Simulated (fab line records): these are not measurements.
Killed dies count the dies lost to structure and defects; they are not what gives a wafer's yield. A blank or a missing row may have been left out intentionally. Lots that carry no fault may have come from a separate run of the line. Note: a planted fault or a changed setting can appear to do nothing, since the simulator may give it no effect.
fab line records	flow nandHarc
record lots=6	wafers=18	lastDay=24
route steps=1159 shown P_ZERO_WELL@61 P_STI@69 END@1159
lots with no fault: from the same line, run without faults
startH: hours from the record's first day to the start of the lot's first wafer shown	waitH: hours elapsed since this lot's preceding step	" as in the row above	L1.1+2: a single row standing in for several wafers	- no value, or no start was given	* or withheld: withheld	< > ~ a bound
route shown NAME@n: a module of which the file shows steps, and the number in the route of the first	usual: the fault-free wafers' mean and standard deviation	same: alike in all rows	chamber/n: place in a boat	sites: each site's reading	_std_site: how widely they spread, as a standard deviation	_edge_site: outer sites' mean less inner sites'	radiusMm: for every site, how far away it sits from the centre of the wafer	mask NAME#n: copy n	behind: the most recent tool/chamber to have shaped the wafer	hold: cause of the lot's hold/its duration in hours/its outcome	device: which transistor (n, p or np) failed to switch	end of line: tests run on the same wafers once the route is complete	for a step that has no rows: nothing shown but its recipe	killed: at the first sort, the dies lost to defects and structure; wafer yield is something else	map: a wafer's dies, x killed, . not, _ none there
set.NAME: setting as actually run; set.NAME@STEP: the setting as run at that earlier step	model.NAME: the simulator's own value behind a step, which no gauge read
lots at selected steps of the route; one table per step, one row per wafer
services: from which hour (startH, from the record's first day; less than 0 if before it) a tool's chamber was out of use, for how many hours, and why
## steps
# step NHARC_P_ZERO_WELL_DESCUM_54
# recipe timeS=3	o2FlowSccm=200	arFlowSccm=0	biasPowerW=0	chemistry=O2
# usual drypumpMotorCurrentA=5.7/0.39	oesProductAu=1.006/0.013	rfVppV=57.9/0.87	showerheadPlenumPTorr=1.92/0.06	throttleValvePct=11.310/0.0091
lot.wafer	tool	chamber	startH	waitH	drypumpMotorCurrentA	oesProductAu	rfHoursCounterH	rfVppV	showerheadPlenumPTorr	throttleValvePct
L547.1	rieDiel-01	3	23.82	-	5.7	0.994	2.5	58.2	1.92	11.314
L547.3	"	0	"	"	5.7	0.999	2.9	58.3	1.89	11.310
L547.6	"	2	"	"	6.0	0.978	-	56.6	1.80	11.288
L550.2	rieDiel-01	2	42.07	-	6.0	0.986	3.5	57.1	1.80	11.314
L550.4	"	0	"	"	5.7	0.998	4.0	56.0	1.89	11.295
L550.6	"	2	"	"	6.0	0.989	-	56.8	1.80	11.306
L551.1	rieDiel-01	0	48.07	-	5.7	0.995	4.5	56.4	1.89	11.319
L551.3	"	2	"	"	6.0	0.985	4.5	56.8	1.80	11.319
L551.2	"	3	"	"	5.7	0.998	4.2	58.2	1.92	11.323
L552.2	rieDiel-01	3	53.99	-	5.7	1.010	4.4	58.0	1.92	11.309
L552.1	"	2	"	"	6.0	0.986	4.6	57.1	1.80	11.307
L552.6	"	0	"	"	5.7	1.000	-	57.2	1.89	11.317
L565.1	rieDiel-02	2	131.72	-	4.9	1.000	12.3	58.4	2.00	11.292
L565.2	"	0	"	"	6.2	1.000	9.7	58.1	1.93	11.318
L565.4	"	1	"	"	6.0	0.999	12.1	58.0	1.93	11.298
L568.2	rieDiel-02	3	150.07	-	5.6	1.014	12.0	58.5	1.94	11.310
L568.6	"	0	"	"	6.2	1.011	-	59.3	1.93	11.312
L568.5	"	1	"	"	6.0	0.992	-	57.9	1.93	11.312
# step NHARC_P_ZERO_WELL_IMPLANT_55
# recipe energyKev=180	doseCm2=8e+11	tiltDeg=7
# step NHARC_P_ZERO_WELL_IMPLANT_61
# recipe energyKev=30	doseCm2=5e+11	tiltDeg=7
# step NHARC_P_ZERO_WELL_STRIP_56
# recipe timeS=840	tempC=130	chemistry=SPM
# step NHARC_P_ZERO_WELL_PRECLEAN_68
# recipe timeS=60	tempC=50	bathAgeMin=0	chemistry=SC1
# step NHARC_P_ZERO_WELL_SRD_69
# step NHARC_P_ZERO_WELL_RTA_42
# recipe tempC=1100	timeS=300
# step NHARC_P_ZERO_WELL_INSPECT_43
# usual rawDefectCount=13/5.4
lot.wafer	tool	chamber	startH	waitH	rawDefectCount
L547.1	defectInspect-01	-	25.46	0.6	12
L547.3	"	-	"	"	16
L547.6	"	-	"	"	7
L550.2	defectInspect-01	-	43.82	0.5	23
L550.4	"	-	"	"	6
L550.6	"	-	"	"	6
L551.1	defectInspect-01	-	49.73	0.6	9
L551.2	"	-	"	"	10
L551.3	"	-	"	"	6
L552.1	defectInspect-02	-	55.77	0.6	14
L552.2	"	-	"	"	4
L552.6	"	-	"	"	4
L565.1	defectInspect-01	-	133.59	0.6	14
L565.2	"	-	"	"	16
L565.4	"	-	"	"	18
L568.2	defectInspect-01	-	151.99	0.5	25
L568.5	"	-	"	"	17
L568.6	"	-	"	"	13
# step NHARC_P_STI_ETCH_26
# recipe targetDepthA=110	chemistry=dHF	material=SiO2
# step NHARC_P_STI_PRECLEAN_27
# recipe timeS=*	tempC=50	bathAgeMin=0	chemistry=SC1
# step NHARC_P_STI_SRD_28
# step NHARC_P_STI_OXIDE_29
# recipe targetThkA=100	tempC=900	oxTimeS=1362	material=SiO2
# step NHARC_P_STI_HM_DEP_30
# recipe targetThkA=800	tempC=790	pressureMtorr=300	timeS=873	material=Si3N4
# usual pressureMtorr=299.9/0.7	spikeTcBottomC=809/5.1	zonePowerCentrePct=14.5/0.88
lot.wafer	tool	chamber	startH	waitH	pressureMtorr	spikeTcBottomC	zonePowerCentrePct
L547.1	lpcvd-01	0	37.04	3.6	299.7	804	15.5
L547.3	"	0	"	"	300.1	806	15.4
L547.6	"	0	"	"	300.3	804	15.4
L550.2	lpcvd-01	1	56.46	3.6	298.6	815	14.6
L550.4	"	1	"	"	301.0	816	14.6
L550.6	"	1	"	"	300.0	817	14.4
L551.1	lpcvd-01	0	61.03	3.6	300.6	805	15.4
L551.2	"	0	"	"	300.1	804	15.3
L551.3	"	0	"	"	300.7	804	15.4
L552.1	lpcvd-01	0	67.03	3.6	299.8	805	15.1
L552.2	"	0	"	"	300.4	805	15.4
L552.6	"	0	"	"	300.3	805	14.9
L565.1	lpcvd-01	1	144.79	3.6	300.4	816	14.6
L565.2	"	1	"	"	300.0	815	14.6
L565.4	"	1	"	"	300.5	816	14.8
L568.2	lpcvd-01	0	165.36	3.6	300.0	806	15.3
L568.5	"	0	"	"	299.9	806	15.4
L568.6	"	0	"	"	299.3	804	15.2
# step NHARC_P_STI_DEHYDRATE_01
# recipe tempC=150	timeS=120
# step NHARC_P_STI_HMDS_02
# recipe timeS=30
# step NHARC_P_STI_COAT_41
# recipe tempC=200	timeS=65
# step NHARC_P_STI_COAT_03
# recipe spinRpm=2000	resistThkNm=600
# step NHARC_P_STI_SOFTBAKE_04
# recipe tempC=125	timeS=70
# step NHARC_P_STI_EBR_05
# step NHARC_P_STI_EXPOSE_06
# recipe na=0.55	targetCdNm=200	doseMj=37.69	maskId=P_STI
# step NHARC_P_STI_PEB_07
# recipe pebTempC=128	pebTimeS=80
# step NHARC_P_STI_DEVELOP_08
# recipe timeS=50	devTempC=22
# step NHARC_P_STI_CD_MEAS_09
# recipe targetCdNm=200	landingEnergyEv=500
# usual cdNm=200/3
# same landingEnergyEv=500
lot.wafer	tool	chamber	startH	waitH	cdNm
L547.1	cdSem-02	0	41.15	-	199
L547.3	"	0	"	"	202
L547.6	"	0	"	"	201
L550.2	cdSem-03	0	60.46	-	194
L550.4	"	0	"	"	194
L550.6	"	0	"	"	196
L551.1	cdSem-02	0	65.08	-	200
L551.2	"	0	"	"	200
L551.3	"	0	"	"	200
L552.1	cdSem-01	0	71.12	-	201
L552.2	"	0	"	"	201
L552.6	"	0	"	"	200
L565.1	cdSem-02	0	148.88	-	205
L565.2	"	0	"	"	204
L565.4	"	0	"	"	201
L568.2	cdSem-01	0	169.46	-	199
L568.5	"	0	"	"	199
L568.6	"	0	"	"	201
# step NHARC_P_STI_OVL_MEAS_10
# usual overlayXNm=0/4.8	overlayYNm=-1/6.1
lot.wafer	tool	chamber	startH	waitH	overlayXNm	overlayYNm
L547.1	overlay-01	-	41.23	-	-3	-2
L547.3	"	-	"	"	-2	-2
L547.6	"	-	"	"	-3	-2
L550.2	overlay-02	-	60.56	-	-6	1
L550.4	"	-	"	"	-6	2
L550.6	"	-	"	"	-6	2
L551.1	overlay-01	-	65.17	-	-9	1
L551.2	"	-	"	"	-10	0
L551.3	"	-	"	"	-9	0
L552.1	overlay-02	-	71.21	-	4	-1
L552.2	"	-	"	"	4	-1
L552.6	"	-	"	"	4	-1
L565.1	overlay-01	-	148.97	-	4	-6
L565.2	"	-	"	"	4	-7
L565.4	"	-	"	"	3	-6
L568.2	overlay-01	-	169.55	-	-3	1
L568.5	"	-	"	"	-4	0
L568.6	"	-	"	"	-4	1
# step NHARC_P_STI_INSPECT_11
# usual rawDefectCount=5.3/2.7
lot.wafer	tool	chamber	startH	waitH	rawDefectCount
L547.1	defectInspect-02	-	41.27	0.0	7
L547.3	"	-	"	"	4
L547.6	"	-	"	"	3
L550.2	defectInspect-01	-	60.60	0.0	7
L550.4	"	-	"	"	3
L550.6	"	-	"	"	2
L551.1	defectInspect-02	-	65.21	0.0	7
L551.2	"	-	"	"	8
L551.3	"	-	"	"	5
L552.1	defectInspect-02	-	71.24	0.0	3
L552.2	"	-	"	"	7
L552.6	"	-	"	"	0
L565.1	defectInspect-01	-	149.00	0.0	4
L565.2	"	-	"	"	2
L565.4	"	-	"	"	3
L568.2	defectInspect-02	-	169.58	0.0	6
L568.5	"	-	"	"	11
L568.6	"	-	"	"	4
# step NHARC_P_STI_HARDBAKE_13
# recipe tempC=118	timeS=65
# step NHARC_P_STI_DESCUM_14
# recipe timeS=3	o2FlowSccm=200	arFlowSccm=0	biasPowerW=0	chemistry=O2
# usual drypumpMotorCurrentA=5.8/0.38	oesProductAu=1.003/0.011	rfVppV=57.8/0.95	showerheadPlenumPTorr=1.92/0.08	throttleValvePct=11.311/0.009
lot.wafer	tool	chamber	startH	waitH	drypumpMotorCurrentA	oesProductAu	rfHoursCounterH	rfVppV	showerheadPlenumPTorr	throttleValvePct
L547.3	rieDiel-07	3	41.42	-	6.5	1.026	3.3	57.7	2.00	11.316
L547.1	"	0	"	"	5.2	0.992	3.3	56.7	1.89	11.311
L547.6	"	1	"	"	6.3	1.012	-	56.7	1.92	11.309
L550.4	rieDiel-04	3	60.75	-	5.3	1.002	8.1	57.6	1.85	11.323
L550.2	"	0	"	"	5.7	0.982	8.4	56.3	1.96	11.323
L550.6	"	2	"	"	5.9	0.998	-	57.1	2.01	11.312
L551.1	rieDiel-04	2	65.36	-	5.8	0.991	7.9	59.3	2.01	11.302
L551.3	"	3	"	"	5.3	1.001	8.2	55.9	1.85	11.295
L551.2	"	0	"	"	5.7	0.977	8.6	56.6	1.96	11.308
L552.2	rieDiel-07	3	71.40	-	6.5	1.025	0.3	57.2	2.00	11.306
L552.1	"	0	"	"	5.2	0.979	0.3	57.0	1.89	11.313
L552.6	"	2	"	"	5.8	0.985	-	57.0	1.90	11.303
L565.2	rieDiel-04	3	149.14	-	5.3	0.993	2.3	56.7	1.85	11.318
L565.4	"	0	"	"	5.7	1.012	2.3	57.5	1.96	11.305
L565.1	"	1	"	"	5.5	1.012	2.3	57.4	1.83	11.316
L568.2	rieDiel-07	1	169.72	-	6.3	1.003	2.8	57.1	1.92	11.317
L568.6	"	1	"	"	6.3	1.000	-	59.2	1.92	11.310
L568.5	"	2	"	"	5.8	1.020	-	57.8	1.90	11.316
# step NHARC_P_STI_ETCH_42
# recipe targetDepthA=800	overetchA=240	timeS=61	ionEnergyEv=200	n2FlowSccm=150	h2FlowSccm=150	arFlowSccm=0	rfW=400	biasW=150	chemistry=N2/H2
# usual drypumpMotorCurrentA=5.8/0.4	oesProductAu=1.001/0.012	rfVppV=430.6/2.5	showerheadPlenumPTorr=2.04/0.085	throttleValvePct=14.172/0.0084
lot.wafer	tool	chamber	startH	waitH	drypumpMotorCurrentA	oesProductAu	rfHoursCounterH	rfVppV	showerheadPlenumPTorr	throttleValvePct
L547.1	rieDiel-07	1	41.50	0.1	6.3	1.008	3.4	431.9	2.04	14.172
L547.3	"	3	"	"	6.5	1.025	3.4	432.0	2.13	14.163
L547.6	"	0	"	"	5.2	0.970	-	430.2	2.01	14.163
L550.2	rieDiel-04	2	60.82	0.1	5.9	0.994	7.8	433.8	2.14	14.174
L550.4	"	3	"	"	5.3	1.008	8.1	428.9	1.97	14.181
L550.6	"	3	"	"	5.3	1.009	-	428.6	1.97	14.184
L551.2	rieDiel-04	1	65.43	0.1	5.6	1.014	8.3	428.2	1.95	14.170
L551.1	"	2	"	"	5.9	0.980	8.0	432.5	2.14	14.173
L551.3	"	3	"	"	5.3	0.997	8.2	428.9	1.97	14.162
L552.2	rieDiel-07	1	71.47	0.1	6.3	1.005	0.3	429.9	2.04	14.169
L552.1	"	3	"	"	6.5	1.013	0.3	433.5	2.13	14.173
L552.6	"	0	"	"	5.2	0.993	-	429.9	2.01	14.192
L565.4	rieDiel-04	2	149.22	0.1	5.9	1.000	0.4	432.8	2.14	14.171
L565.2	"	3	"	"	5.3	0.981	2.3	428.3	1.97	14.187
L565.1	"	0	"	"	5.7	0.999	2.3	433.5	2.09	14.176
L568.2	rieDiel-07	0	169.82	0.1	5.2	0.995	2.8	429.3	2.01	14.179
L568.5	"	1	"	"	6.3	0.997	-	430.1	2.04	14.162
L568.6	"	2	"	"	5.8	1.012	-	429.8	2.02	14.175
# step NHARC_P_STI_ETCH_31
# recipe targetDepthA=1089	timeS=54.5	cf4FlowSccm=100	chf3FlowSccm=30	arFlowSccm=0	rfW=500	biasW=200	chemistry=CF4/CHF3
# usual drypumpMotorCurrentA=5.8/0.39	oesProductAu=0.967/0.016	rfVppV=370.7/2.2	showerheadPlenumPTorr=1.58/0.061	throttleValvePct=16.802/0.0092
lot.wafer	tool	chamber	startH	waitH	drypumpMotorCurrentA	oesProductAu	rfHoursCounterH	rfVppV	showerheadPlenumPTorr	throttleValvePct
L547.1	rieDiel-07	1	-	-	6.3	0.982	3.5	370.5	1.58	16.788
L547.3	"	2	"	"	5.8	0.971	3.2	369.0	1.56	16.785
L547.6	"	3	"	"	6.5	1.005	-	372.4	1.64	16.800
L550.2	rieDiel-04	2	-	-	5.9	0.948	7.9	372.8	1.64	16.798
L550.4	"	0	"	"	5.7	0.950	8.5	374.0	1.61	16.791
L550.6	"	1	"	"	5.5	0.975	-	367.8	1.51	16.798
L551.1	rieDiel-04	1	-	-	5.6	0.973	8.3	370.1	1.51	16.815
L551.2	"	2	"	"	5.9	0.942	8.0	372.9	1.65	16.813
L551.3	"	3	"	"	5.3	0.979	8.2	369.1	1.53	16.794
L552.2	rieDiel-07	3	-	-	6.5	0.987	0.3	373.9	1.64	16.799
L552.1	"	1	"	"	6.3	0.963	0.3	372.6	1.58	16.802
L552.6	"	3	"	"	6.5	0.996	-	372.6	1.64	16.801
L565.1	rieDiel-04	0	-	-	5.7	0.959	2.3	372.3	1.61	16.781
L565.2	"	2	"	"	5.8	0.963	0.4	372.6	1.64	16.799
L565.4	"	3	"	"	5.3	0.950	2.4	369.6	1.52	16.803
L568.2	rieDiel-07	0	-	-	5.2	0.964	2.8	370.2	1.55	16.798
L568.6	"	2	"	"	5.8	0.978	-	370.7	1.56	16.807
L568.5	"	3	"	"	6.4	0.990	-	372.3	1.64	16.797
# step NHARC_P_STI_ETCH_15
# recipe targetDepthA=3000	taperDeg=4	timeS=100.1	hbrFlowSccm=150	cl2FlowSccm=50	rfW=400	icpW=400	biasW=100	chemistry=HBr/Cl2
# usual drypumpMotorCurrentA=5.7/0.45	heBacksideLeakSccm=2.62/0.23	oesProductAu=0.998/0.013	throttleValvePct=26.407/0.0099
lot.wafer	tool	chamber	startH	waitH	drypumpMotorCurrentA	heBacksideLeakSccm	oesProductAu	rfHoursCounterH	throttleValvePct
L547.1	rieSi-03	3	41.68	-	6.0	2.43	1.005	0.4	26.395
L547.3	"	2	"	"	5.4	2.66	1.007	0.4	26.403
L547.6	"	1	"	"	6.1	2.82	1.004	-	26.407
L550.2	rieSi-03	0	61.01	-	5.7	2.80	0.989	0.4	26.407
L550.4	"	3	"	"	6.1	2.44	1.015	0.5	26.412
L550.6	"	0	"	"	5.7	2.70	0.982	-	26.406
L551.2	rieSi-01	0	65.62	-	5.8	2.39	0.990	0.8	26.402
L551.1	"	1	"	"	4.7	2.91	1.006	0.8	26.413
L551.3	"	3	"	"	5.3	2.80	1.008	0.8	26.420
L552.1	rieSi-01	2	71.67	-	6.0	2.44	0.980	0.8	26.402
L552.2	"	0	"	"	5.8	3.77	0.995	0.9	26.398
L552.6	"	1	"	"	4.7	2.84	1.012	-	26.394
L565.2	rieSi-03	3	149.43	-	6.1	2.37	1.020	1.3	26.386
L565.4	"	0	"	"	5.7	2.84	0.988	1.2	26.428
L565.1	"	1	"	"	6.0	2.83	1.008	1.3	26.392
L568.2	rieSi-04	1	170.02	-	5.1	2.89	0.993	0.5	26.394
L568.6	"	3	"	"	5.5	2.47	0.993	-	26.414
L568.5	"	0	"	"	5.8	2.47	0.988	-	26.417
# step NHARC_P_STI_CD_MEAS_16
# usual cdNm=200/3
lot.wafer	tool	chamber	startH	waitH	cdNm
L547.1	cdSem-03	-	41.88	-	197
L547.3	"	-	"	"	201
L547.6	"	-	"	"	201
L550.2	cdSem-03	-	61.18	-	192
L550.4	"	-	"	"	193
L550.6	"	-	"	"	196
L551.1	cdSem-02	-	65.79	-	199
L551.2	"	-	"	"	200
L551.3	"	-	"	"	200
L552.1	cdSem-03	-	71.83	-	202
L552.2	"	-	"	"	201
L552.6	"	-	"	"	201
L565.1	cdSem-01	-	149.57	-	204
L565.2	"	-	"	"	203
L565.4	"	-	"	"	200
L568.2	cdSem-03	-	170.16	-	196
L568.5	"	-	"	"	199
L568.6	"	-	"	"	201
# step NHARC_P_STI_OCD_MEAS_17
# usual trenchFootCdNm=158/3.2
lot.wafer	tool	chamber	startH	waitH	trenchFootCdNm
L547.1	ocd-02	-	41.96	0.1	157
L547.3	"	-	"	"	159
L547.6	"	-	"	"	159
L550.2	ocd-01	-	61.26	0.1	153
L550.4	"	-	"	"	151
L550.6	"	-	"	"	155
L551.1	ocd-02	-	65.88	0.1	158
L551.2	"	-	"	"	159
L551.3	"	-	"	"	158
L552.1	ocd-01	-	71.92	0.1	160
L552.2	"	-	"	"	160
L552.6	"	-	"	"	158
L565.1	ocd-02	-	149.66	0.1	163
L565.2	"	-	"	"	161
L565.4	"	-	"	"	160
L568.2	ocd-02	-	170.25	0.1	158
L568.5	"	-	"	"	158
L568.6	"	-	"	"	159
# step NHARC_P_STI_STRIP_19
# recipe timeS=900	tempC=130	chemistry=SPM
# step NHARC_P_STI_PRECLEAN_32
# recipe timeS=*	tempC=50	bathAgeMin=0	chemistry=SC1
# step NHARC_P_STI_SRD_23
# step NHARC_P_STI_OCD_MEAS_43
# usual trenchFootCdNm=158/3.3
lot.wafer	tool	chamber	startH	waitH	trenchFootCdNm
L547.1	ocd-01	-	42.47	-	156
L547.3	"	-	"	"	159
L547.6	"	-	"	"	159
L550.2	ocd-02	-	61.77	-	153
L550.4	"	-	"	"	151
L550.6	"	-	"	"	155
L551.1	ocd-01	-	66.38	-	157
L551.2	"	-	"	"	159
L551.3	"	-	"	"	158
L552.1	ocd-01	-	72.43	-	160
L552.2	"	-	"	"	160
L552.6	"	-	"	"	157
L565.1	ocd-01	-	150.19	-	163
L565.2	"	-	"	"	160
L565.4	"	-	"	"	160
L568.2	ocd-01	-	170.76	-	157
L568.5	"	-	"	"	158
L568.6	"	-	"	"	159
# step NHARC_P_STI_OXIDE_33
# recipe targetThkA=100	tempC=1000	oxTimeS=281	material=SiO2
# step NHARC_P_STI_HDPCVD_20
# recipe targetThkA=withheld	sigmaOpenFrac=withheld	material=SiO2
# step NHARC_P_STI_ANNEAL_34
# recipe tempC=1000	timeS=1800
# step NHARC_P_STI_CMP_21
# recipe tOverpolishS=20	targetThkNm=380.67
# step NHARC_P_STI_SRD_35
# step NHARC_END_SORT_01
# recipe tempC=25
# usual killedAtArray=27/10	killedAtOther=0.6/0.83	killedAtPeriphery=2.4/1.8	killedDies=30/10	killedOpen=3.3/1.7	killedShort=1.8/1.4
# same grossDies=677
lot.wafer	tool	chamber	startH	waitH	killedAtArray	killedAtOther	killedAtPeriphery	killedDies	killedOpen	killedShort
L552.1	prober-01	0	470.26	2.5	32	0	645	677	2	1
L552.2	prober-01	0	471.06	2.8	33	0	644	677	0	4
L552.6	prober-01	0	474.26	4.0	42	0	635	677	2	4
L551.1	prober-02	0	477.92	2.5	17	1	659	677	5	1
L551.2	prober-02	0	478.72	2.8	16	2	659	677	4	2
L551.3	prober-02	0	479.51	3.1	17	2	658	677	3	2
# killed by level:class
L552.1 P_STI:areaDep=645 A_CHANNEL_HOLE_D1:chamberFilmFlake=15 A_SLIT:chamberFilmFlake=9 A_STAIRCASE:chamberFilmFlake=3 A_M0:geometricParticle:open=2 A_ONON_D1:geometricParticle:short=1 A_CONTACT:chamberFilmFlake=1 A_M1:chamberFilmFlake=1
L552.2 P_STI:areaDep=643 A_CHANNEL_HOLE_D1:chamberFilmFlake=17 A_SLIT:chamberFilmFlake=7 A_CONTACT:chamberFilmFlake=3 A_CHANNEL_FILL_D1:geometricParticle:short=2 P_STI:geometricParticle:short=1 A_SLIT:geometricParticle:short=1 A_CHANNEL_FILL_D1:chamberFilmFlake=1
L552.6 P_STI:areaDep=634 A_CHANNEL_HOLE_D1:chamberFilmFlake=18 A_SLIT:chamberFilmFlake=12 A_STAIRCASE:chamberFilmFlake=3 A_WL_FILL:geometricParticle:open=2 A_CONTACT:chamberFilmFlake=2 A_ONON_D1:geometricParticle:short=1 A_CHANNEL_FILL_D1:geometricParticle:short=1
L551.1 P_STI:areaDep=657 A_STAIRCASE:chamberFilmFlake=4 P_M0:geometricParticle:open=2 A_CHANNEL_HOLE_D1:chamberFilmFlake=2 A_SLIT:chamberFilmFlake=2 A_CONTACT:chamberFilmFlake=2 A_SOURCE_PLATE:geometricParticle:short=1 A_ONON_D1:geometricParticle:open=1
L551.2 P_STI:areaDep=659 A_STAIRCASE:chamberFilmFlake=4 A_CHANNEL_HOLE_D1:chamberFilmFlake=3 A_CONTACT:geometricParticle:open=2 A_WL_FILL:chamberFilmFlake=2 A_ONON_D1:geometricParticle:short=1 A_SGD_CUT:geometricParticle:open=1 A_M0:geometricParticle:open=1
L551.3 P_STI:areaDep=658 A_CHANNEL_HOLE_D1:chamberFilmFlake=4 A_CONTACT:chamberFilmFlake=3 A_STAIRCASE:chamberFilmFlake=2 THIN_TSV:chamberFilmFlake=2 A_ONON_D1:geometricParticle:short=1 A_CHANNEL_FILL_D1:geometricParticle:open=1 A_WL_FILL:geometricParticle:open=1
# map L551.1 (x killed, . not)
____________x____________
_________xxxxxxx_________
_______xxxxxxxxxxx_______
______xxxxxxxxxxxxx______
_____xxxxxxxxxxxxxxx_____
____xxxxxxxxxxxxxxxxx____
____xxxxxxxxxxxxxxxxx____
___xxxxxxxxxxxxxxxxxxx___
___xxxxxxxxxxxxxxxxxxx___
__xxxxxxxxxxxxxxxxxxxxx__
__xxxxxxxxxxxxxxxxxxxxx__
_xxxxxxxxxxxxxxxxxxxxxxx_
_xxxxxxxxxxxxxxxxxxxxxxx_
_xxxxxxxxxxxxxxxxxxxxxxx_
_xxxxxxxxxxxxxxxxxxxxxxx_
_xxxxxxxxxxxxxxxxxxxxxxx_
xxxxxxxxxxxxxxxxxxxxxxxxx
xxxxxxxxxxxxxxxxxxxxxxxxx
xxxxxxxxxxxxxxxxxxxxxxxxx
xxxxxxxxxxxxxxxxxxxxxxxxx
xxxxxxxxxxxxxxxxxxxxxxxxx
_xxxxxxxxxxxxxxxxxxxxxxx_
_xxxxxxxxxxxxxxxxxxxxxxx_
_xxxxxxxxxxxxxxxxxxxxxxx_
_xxxxxxxxxxxxxxxxxxxxxxx_
_xxxxxxxxxxxxxxxxxxxxxxx_
__xxxxxxxxxxxxxxxxxxxxx__
__xxxxxxxxxxxxxxxxxxxxx__
___xxxxxxxxxxxxxxxxxxx___
___xxxxxxxxxxxxxxxxxxx___
____xxxxxxxxxxxxxxxxx____
____xxxxxxxxxxxxxxxxx____
_____xxxxxxxxxxxxxxx_____
______xxxxxxxxxxxxx______
_______xxxxxxxxxxx_______
_________xxxxxxx_________
____________x____________
# map L552.1 (x killed, . not)
____________x____________
_________xxxxxxx_________
_______xxxxxxxxxxx_______
______xxxxxxxxxxxxx______
_____xxxxxxxxxxxxxxx_____
____xxxxxxxxxxxxxxxxx____
____xxxxxxxxxxxxxxxxx____
___xxxxxxxxxxxxxxxxxxx___
___xxxxxxxxxxxxxxxxxxx___
__xxxxxxxxxxxxxxxxxxxxx__
__xxxxxxxxxxxxxxxxxxxxx__
_xxxxxxxxxxxxxxxxxxxxxxx_
_xxxxxxxxxxxxxxxxxxxxxxx_
_xxxxxxxxxxxxxxxxxxxxxxx_
_xxxxxxxxxxxxxxxxxxxxxxx_
_xxxxxxxxxxxxxxxxxxxxxxx_
xxxxxxxxxxxxxxxxxxxxxxxxx
xxxxxxxxxxxxxxxxxxxxxxxxx
xxxxxxxxxxxxxxxxxxxxxxxxx
xxxxxxxxxxxxxxxxxxxxxxxxx
xxxxxxxxxxxxxxxxxxxxxxxxx
_xxxxxxxxxxxxxxxxxxxxxxx_
_xxxxxxxxxxxxxxxxxxxxxxx_
_xxxxxxxxxxxxxxxxxxxxxxx_
_xxxxxxxxxxxxxxxxxxxxxxx_
_xxxxxxxxxxxxxxxxxxxxxxx_
__xxxxxxxxxxxxxxxxxxxxx__
__xxxxxxxxxxxxxxxxxxxxx__
___xxxxxxxxxxxxxxxxxxx___
___xxxxxxxxxxxxxxxxxxx___
____xxxxxxxxxxxxxxxxx____
____xxxxxxxxxxxxxxxxx____
_____xxxxxxxxxxxxxxx_____
______xxxxxxxxxxxxx______
_______xxxxxxxxxxx_______
_________xxxxxxx_________
____________x____________
## services
tool	chamber	startH	hours	kind
rieDiel-02	0	7.10	15.0	repair
rieDiel-02	1	17.94	3.8	repair
rieDiel-07	-	20.94	0.5	repair
rieDiel-02	0	32.63	5.3	repair
rieSi-03	0	39.22	12.4	repair
rieDiel-07	-	51.20	9.0	pm
rieSi-04	0	58.64	6.7	repair
rieDiel-02	-	63.44	2.2	repair
lpcvd-01	-	78.47	2.9	repair
rieSi-04	-	85.90	0.4	repair
rieSi-01	3	97.25	8.7	repair
rieSi-04	-	99.00	9.0	pm
rieDiel-01	1	107.02	6.3	repair
rieDiel-04	-	112.21	9.0	pm
rieSi-04	0	113.59	3.5	repair
rieDiel-01	1	115.92	8.4	repair
rieSi-04	2	126.88	2.6	repair
rieSi-01	-	127.00	9.0	pm
rieDiel-04	2	127.93	14.5	repair
rieDiel-01	-	138.11	9.0	pm
rieDiel-02	-	150.79	9.0	pm
rieDiel-04	-	151.19	0.1	repair
rieSi-03	-	155.00	9.0	pm
rieDiel-07	1	160.05	3.6	repair
## key
firstSign step=NHARC_END_SORT_01	reading=killedAtPeriphery	direction=up	sigmas=99+	usual=2.4	struck=650
effect step=NHARC_END_SORT_01	reading=killedDies	direction=up	sigmas=63	usual=30	struck=677
moreKillsBornAt NHARC_P_STI_HM_DEP_30@lpcvd-01=3896
metAt NHARC_P_STI_HM_DEP_30
struckWafers L551.1,L551.2,L551.3,L552.1,L552.2,L552.6
laterRowsLeftOut L551.1,L551.2,L551.3,L552.1,L552.2,L552.6
testerLeftOut L551,L552
alsoFits NHARC_P_ZERO_WELL_DESCUM_54:rieDiel-01,NHARC_P_STI_ETCH_15:rieSi-01
fault kind=processParameterDrift	tool=lpcvd-01	chamber=-	onsetH=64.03	steps=NHARC_P_STI_HM_DEP_30	channel=targetThkA	offset=*	shape=step	endH=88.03	actsIn=*	stated=*
# testerLeftOut: of these lots the tester's yield and bins aren't shown, on N5 and GAA mostly nor the transistor test; their killed dies are dies lost to structure and defects alone, not to doping, threshold or leakage, so they don't give the yield
# laterRowsLeftOut: the simulator's readings of these wafers behind a module that went badly wrong aren't trusted and aren't shown, but for the sort
